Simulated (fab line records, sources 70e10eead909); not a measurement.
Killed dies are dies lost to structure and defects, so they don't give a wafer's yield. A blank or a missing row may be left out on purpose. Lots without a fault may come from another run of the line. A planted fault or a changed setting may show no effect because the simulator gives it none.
Which tool did it? | flow nand_harc | 24 lots, 72 wafers sampled, at 3 steps of a route of 1302

WHAT THE GAUGES READ, wafer by wafer
NHARC_A_SLIT_OVL_MEAS_10. Usual: overlay_x_nm 0.0 nm, standard deviation 0.8; overlay_y_nm 0.0 nm, standard deviation 0.77.
lot  | measured     | on         | overlay_x_nm (nm) | overlay_y_nm (nm) | flag
L075 | day 19 21:19 | overlay-02 | -1.5 -2.3 -2.2    | 0.7 0.8 0.2       |
L074 | day 20 02:07 | overlay-01 | 0.6 -0.3 0.1      | 1.7 1.3 1.3       |
L076 | day 20 17:44 | overlay-02 | -0.2 0.3 0.2      | -0.9 -0.8 -0.5    |
L077 | day 21 08:00 | overlay-02 | 0.2 0.0 -0.7      | -0.1 -0.7 -0.9    |
L078 | day 21 13:11 | overlay-01 | -0.6 -0.6 -0.4    | 0.5 0.6 0.8       |
L079 | day 22 07:18 | overlay-02 | 0.4 0.5 0.5       | -0.5 -0.4 0.0     |
L080 | day 22 06:48 | overlay-02 | 0.5 0.0 -0.1      | 1.3 1.3 1.6       |
L081 | day 22 20:42 | overlay-02 | 0.8 0.5 0.4       | 0.5 0.8 1.2       |
L082 | day 23 10:56 | overlay-02 | -0.7 -0.4 0.0     | -0.8 -0.8 -0.5    |
L083 | day 24 02:57 | overlay-02 | 0.1 0.5 0.8       | 0.2 -0.6 -0.3     |
L086 | day 24 03:21 | overlay-02 | -0.6 -1.0 -0.9    | -0.4 0.1 0.5      |
L084 | day 24 03:49 | overlay-02 | -0.1 -0.2 0.1     | 0.1 0.1 0.1       |
L085 | day 24 18:16 | overlay-01 | 0.4 -0.2 0.0      | 0.5 0.8 0.0       |
L087 | day 25 02:20 | overlay-01 | 0.1 0.0 0.3       | 0.4 0.6 0.6       |
L089 | day 25 21:51 | overlay-02 | 1.1 0.8 0.9       | 0.0 0.1 0.6       |
L088 | day 25 21:53 | overlay-01 | -1.5 -0.7 -1.0    | -0.3 0.1 0.1      |
L090 | day 26 05:14 | overlay-02 | 0.6 0.2 0.3       | -1.1 -1.0 -1.7    |
L092 | day 26 23:40 | overlay-02 | 0.9 0.2 0.2       | 0.2 -0.1 0.2      |
L091 | day 27 00:16 | overlay-01 | 1.8 1.8 1.0       | -0.8 -1.3 -0.2    |
L093 | day 27 12:13 | overlay-01 | 0.4 0.4 -0.2      | 0.1 -0.4 0.0      |
L094 | day 28 04:11 | overlay-02 | -0.6 -0.7 -1.3    | -1.2 -0.9 -1.3    |
L095 | day 28 02:55 | overlay-02 | 0.9 0.8 0.8       | -0.6 0.1 -0.1     |
L096 | day 28 17:55 | overlay-02 | -0.9 -1.0 -0.8    | -0.3 -0.9 0.1     |
L097 | day 29 11:28 | overlay-02 | 0.3 0.8 0.5       | -1.1 -1.2 -1.1    |

WHICH TOOL RAN EACH LOT (tool, then ch and the chambers of the sampled wafers, then the start)
lot  | NHARC_A_STAIRCASE_ETCHBACK_422     | NHARC_A_SLIT_DEP_25
L075 | rie_diel-04 ch 2,3, day 19 05:41   | pecvd-04 ch 0,1,2, day 19 16:11
L074 | rie_diel-04 ch 0,1,2, day 19 12:55 | pecvd-03 ch 0,1, day 19 21:19
L076 | rie_diel-11 ch 2,3, day 20 01:12   | pecvd-03 ch 0,1,2, day 20 12:53
L077 | rie_diel-03 ch 0,1,3, day 20 17:35 | pecvd-03 ch 0,1,2, day 21 03:09
L078 | rie_diel-03 ch 0,1,3, day 20 17:49 | pecvd-03 ch 0,1,2, day 21 03:29
L079 | rie_diel-03 ch 0,2,3, day 21 12:46 | pecvd-04 ch 0,2, day 21 23:28
L080 | rie_diel-04 ch 0,1, day 21 12:49   | pecvd-03 ch 0,1,2, day 21 23:21
L081 | rie_diel-03 ch 0,1,3, day 22 05:44 | pecvd-03 ch 0,1,2, day 22 14:35
L082 | rie_diel-11 ch 0,1,3, day 22 16:40 | pecvd-01 ch 0,1, day 23 05:59
L083 | rie_diel-11 ch 1,2,3, day 23 07:31 | pecvd-01 ch 0,2, day 23 19:11
L086 | rie_diel-03 ch 0,1,3, day 23 07:50 | pecvd-03 ch 1,2, day 23 19:07
L084 | rie_diel-03 ch 0,2, day 23 08:16   | pecvd-04 ch 0,1,2, day 23 19:14
L085 | rie_diel-04 ch 0,1,3, day 24 00:58 | pecvd-01 ch 0,1, day 24 12:02
L087 | rie_diel-04 ch 1,2,3, day 24 12:02 | pecvd-03 ch 0,1,2, day 24 21:16
L089 | rie_diel-11 ch 0,1,3, day 25 04:40 | pecvd-01 ch 0,2, day 25 16:46
L088 | rie_diel-04 ch 0,2,3, day 25 04:53 | pecvd-03 ch 1,2, day 25 16:52
L090 | rie_diel-03 ch 0,1,3, day 25 13:52 | pecvd-04 ch 0,1,2, day 25 23:10
L092 | rie_diel-11 ch 1,2,3, day 26 08:26 | pecvd-01 ch 1,2, day 26 17:24
L091 | rie_diel-04 ch 0,1,2, day 26 09:15 | pecvd-04 ch 0,1,2, day 26 17:24
L093 | rie_diel-11 ch 0,1,3, day 26 20:56 | pecvd-01 ch 0,1,2, day 27 07:28
L094 | rie_diel-11 ch 0,2, day 27 12:00   | pecvd-01 ch 0,2, day 27 21:37
L095 | rie_diel-11 ch 0,1,2, day 27 12:05 | pecvd-04 ch 0,1,2, day 27 21:36
L096 | rie_diel-03 ch 0,1,3, day 28 03:37 | pecvd-04 ch 0,1,2, day 28 13:01
L097 | rie_diel-11 ch 0,1,2, day 28 16:49 | pecvd-04 ch 0,1,2, day 29 05:04
- NHARC_A_STAIRCASE_ETCHBACK_422: etches the open film in CH3F/O2, target depth 40 nm, time 74.286 s.
- NHARC_A_SLIT_DEP_25: deposits SiO2, target thk 200 nm.

WHAT THE TOOLS THEMSELVES READ (means of the sampled wafers that have a number; where no wafer has one, the mark that the record gives instead)
NHARC_A_STAIRCASE_ETCHBACK_422. Usual: drypump_motor_current_A 5.7 A, standard deviation 0.38; oes_product_au 0.98 a.u., standard deviation 0.038; rf_vpp_V 244.8 V, standard deviation 2; showerhead_plenum_p_Torr 2.49 Torr, standard deviation 0.13; throttle_valve_pct 20.663 %, standard deviation 0.0095.
lot  | tool        | drypump_motor_current_A (A) | oes_product_au (a.u.) | rf_vpp_V (V) | showerhead_plenum_p_Torr (Torr) | throttle_valve_pct (%) | flag
L075 | rie_diel-04 | 5.3                         | 0.92                  | 242.6        | 2.35                            | 20.660                 |
L074 | rie_diel-04 | 5.6                         | 0.91                  | 245.6        | 2.57                            | 20.669                 |
L076 | rie_diel-11 | 5.5                         | 1.00                  | 244.0        | 2.41                            | 20.672                 |
L077 | rie_diel-03 | 5.8                         | 0.99                  | 244.5        | 2.50                            | 20.667                 |
L078 | rie_diel-03 | 5.8                         | 1.00                  | 245.7        | 2.50                            | 20.669                 |
L079 | rie_diel-03 | 6.0                         | 0.93                  | 245.9        | 2.60                            | 20.661                 |
L080 | rie_diel-04 | 5.7                         | 0.93                  | 247.1        | 2.63                            | 20.670                 |
L081 | rie_diel-03 | 5.8                         | 1.00                  | 244.9        | 2.50                            | 20.663                 |
L082 | rie_diel-11 | 5.6                         | 0.93                  | 243.6        | 2.39                            | 20.660                 |
L083 | rie_diel-11 | 5.7                         | 1.02                  | 244.0        | 2.40                            | 20.666                 |
L086 | rie_diel-03 | 5.8                         | 0.92                  | 243.5        | 2.50                            | 20.658                 |
L084 | rie_diel-03 | 5.9                         | 1.02                  | 247.2        | 2.64                            | 20.668                 |
L085 | rie_diel-04 | 5.6                         | 0.99                  | 246.7        | 2.64                            | 20.661                 |
L087 | rie_diel-04 | 5.5                         | 1.00                  | 246.5        | 2.56                            | 20.660                 |
L089 | rie_diel-11 | 5.6                         | 0.99                  | 243.1        | 2.38                            | 20.669                 |
L088 | rie_diel-04 | 5.4                         | 1.00                  | 245.7        | 2.57                            | 20.658                 |
L090 | rie_diel-03 | 5.7                         | 0.93                  | 244.4        | 2.49                            | 20.664                 |
L092 | rie_diel-11 | 5.7                         | 0.93                  | 243.3        | 2.39                            | 20.653                 |
L091 | rie_diel-04 | 5.6                         | 0.99                  | 246.4        | 2.55                            | 20.652                 |
L093 | rie_diel-11 | 5.6                         | 1.00                  | 245.6        | 2.50                            | 20.656                 |
L094 | rie_diel-11 | 5.6                         | 0.99                  | 246.1        | 2.55                            | 20.673                 |
L095 | rie_diel-11 | 5.8                         | 1.01                  | 244.1        | 2.45                            | 20.656                 |
L096 | rie_diel-03 | 5.7                         | 1.00                  | 244.2        | 2.48                            | 20.663                 |
L097 | rie_diel-11 | 5.8                         | 1.00                  | 244.1        | 2.44                            | 20.680                 |

NHARC_A_SLIT_DEP_25. Usual: heater_power_w 548 W, standard deviation 87; showerhead_vpp_V 1834 V, standard deviation 77; throttle_valve_pct 16.4 %, standard deviation 0.37.
lot  | tool     | heater_power_w (W) | showerhead_vpp_V (V) | throttle_valve_pct (%) | flag
L075 | pecvd-04 | 495                | 1826                 | 16.4                   |
L074 | pecvd-03 | 459                | 1799                 | 16.6                   |
L076 | pecvd-03 | 551                | 1835                 | 16.5                   |
L077 | pecvd-03 | 568                | 1848                 | 16.7                   |
L078 | pecvd-03 | 561                | 1841                 | 16.7                   |
L079 | pecvd-04 | 639                | 1803                 | 16.5                   |
L080 | pecvd-03 | 526                | 1842                 | 16.7                   |
L081 | pecvd-03 | 542                | 1859                 | 16.6                   |
L082 | pecvd-01 | 560                | 1912                 | 16.2                   |
L083 | pecvd-01 | 530                | 1835                 | 16.2                   |
L086 | pecvd-03 | 502                | 1884                 | 16.4                   |
L084 | pecvd-04 | 537                | 1814                 | 16.4                   |
L085 | pecvd-01 | 546                | 1892                 | 16.2                   |
L087 | pecvd-03 | 594                | 1826                 | 16.0                   |
L089 | pecvd-01 | 547                | 1787                 | 16.5                   |
L088 | pecvd-03 | 554                | 1864                 | 16.2                   |
L090 | pecvd-04 | 613                | 1827                 | 16.5                   |
L092 | pecvd-01 | 436                | 1790                 | 16.7                   |
L091 | pecvd-04 | 598                | 1831                 | 16.4                   |
L093 | pecvd-01 | 516                | 1843                 | 16.6                   |
L094 | pecvd-01 | 476                | 1771                 | 16.4                   |
L095 | pecvd-04 | 585                | 1813                 | 16.1                   |
L096 | pecvd-04 | 596                | 1841                 | 16.0                   |
L097 | pecvd-04 | 635                | 1808                 | 16.3                   |

THE ANSWER, worked out from the rows above alone
Rule: a lot is off if the mean of its wafers that have a number lies more than 3 standard deviations from the usual mean. A lot without any number at a reading at which 4 lots or more have one is off too. The other lots that the step has rows for count as sound. The gauges are gone through in route order, then the tools' own readings, and for those a lot's mean is taken as printed above. The first step at which some lot is off is used, and at that step the reading that is off furthest; a lot without a number counts as furthest.
No lot is off at any reading shown: from this, nothing can be told.

WHAT THE SIMULATOR HAD PUT IN
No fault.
